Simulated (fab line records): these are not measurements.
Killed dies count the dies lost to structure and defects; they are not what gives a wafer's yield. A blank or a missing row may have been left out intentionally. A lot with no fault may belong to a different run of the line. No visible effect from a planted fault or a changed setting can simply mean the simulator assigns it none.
Comparing a struck lot with a sound one || flow n5 finfet || 33 steps out of a route of 1938
Sound: these wafers, L289.1, L289.4, L289.5. Struck: wafer L301.6. (L301.3, L301.5 of the same lot were not struck and are left out.) The cause comes at the end.
Each step with rows lists, per side, the tool, then ch with its chambers, then its first start. Under that, the readings that differ: sound wafers || struck wafers || difference of the means || sigmas: that difference in standard deviations of wafers without a fault.
alike: a reading whose means differ by less than 2 such deviations, as well as words and numbers matching on both sides. not compared: withheld readings; readings where some wafer has no value; bounds like >300 that might hide an equal value; numbers whose values overlap and for which the record gives no deviation.
Wherever a step has rows on one side only, a row that says differs or no value, or a row with sigmas, the two part there. When numbers do not overlap yet have no deviation, they are printed without sigmas and do not part them. A reading that every wafer of one side lacks parts them only if that side has two wafers or more.

first, 9 steps without rows for these wafers: N5_BEOL_M4_ILD_DEP_00 (deposits SiOC from DEMS/O2, target thk 79 nm, time 15.3 s); N5_BEOL_M4_PECVD_72 (deposits SiO2 from TEOS/O2, target thk 16 nm, time 18 s); N5_BEOL_M4_HM_DEP_02 (deposits TiN, target thk 20 nm); N5_BEOL_M4_COAT_61 (time 60 s, resist thk 60 nm); N5_BEOL_M4_COAT_62 (time 60 s, resist thk 12 nm); N5_BEOL_M4_COAT_73 (time 60 s, resist thk 5 nm); N5_BEOL_M4_COAT_05 (resist thk 30 nm); N5_BEOL_M4_EBR_07; N5_BEOL_M4_SOFTBAKE_06 (time 60 s).
N5_BEOL_M4_EXPOSE_08: exposes mask M4.
  sound on euv scanner-01 ch 0, day 9 02:43; struck on euv scanner-02 ch 0, day 11 19:52
  alike: mask, stage msd nm
then, 22 steps without rows for these wafers: N5_BEOL_M4_PEB_09 (peb time 60 s); N5_BEOL_M4_DEVELOP_10 (develop time 30 s); N5_BEOL_M4_DESCUM_16 (chemistry O2, time 7 s); N5_BEOL_M4_ETCH_74 (etches underlayer in N2/H2, target depth 6.5 nm, time 5.2 s); N5_BEOL_M4_ETCH_63 (etches SiARC in CF4, target depth 15.6 nm, time 26 s); N5_BEOL_M4_ETCH_64 (etches SOC in N2/H2, target depth 75 nm, overetch 22.5 nm, time 121.9 s); N5_BEOL_M4_STRIP_65 (strips in N2/H2); N5_BEOL_M4_STRIP_75 (strips in N2/H2); N5_BEOL_M4_STRIP_66 (strips in CF4); N5_BEOL_M4_HM_OPEN_17 (chemistry Cl2/BCl3, target TiN, target depth 20 nm, overetch 6 nm); N5_BEOL_M4_STRIP_19 (strips in O2); N5_BEOL_M4_COAT_67 (time 60 s, resist thk 60 nm); N5_BEOL_M4_COAT_68 (time 60 s, resist thk 12 nm); N5_BEOL_M4_COAT_76 (time 60 s, resist thk 5 nm); N5_BEOL_M4_COAT_22 (resist thk 30 nm); N5_BEOL_M4_EBR_24; N5_BEOL_M4_SOFTBAKE_23 (time 60 s); N5_BEOL_M4_EXPOSE_25 (exposes mask V3, defocus 5 nm); N5_BEOL_M4_PEB_26 (peb time 60 s); N5_BEOL_M4_DEVELOP_27 (develop time 30 s); N5_BEOL_M4_DESCUM_33 (chemistry O2, time 7 s); N5_BEOL_M4_ETCH_77 (etches underlayer in N2/H2, target depth 6.5 nm, time 5.2 s).
-- the record jumps here: 5 days lie between the struck wafers' starts before and after (it left off in module BEOL_M4 and takes up again in module PASSIVATION, whose first step shown is number 1936 of the route) --
N5_PASSIVATION_PROBE_49:
  rows exist in the record for the struck wafers here (prober-01, day 17 06:58), but not for the sound ones

## WHERE THEY PART
Within this record, at N5_PASSIVATION_PROBE_49 only.

WHY: whatever the simulator had introduced
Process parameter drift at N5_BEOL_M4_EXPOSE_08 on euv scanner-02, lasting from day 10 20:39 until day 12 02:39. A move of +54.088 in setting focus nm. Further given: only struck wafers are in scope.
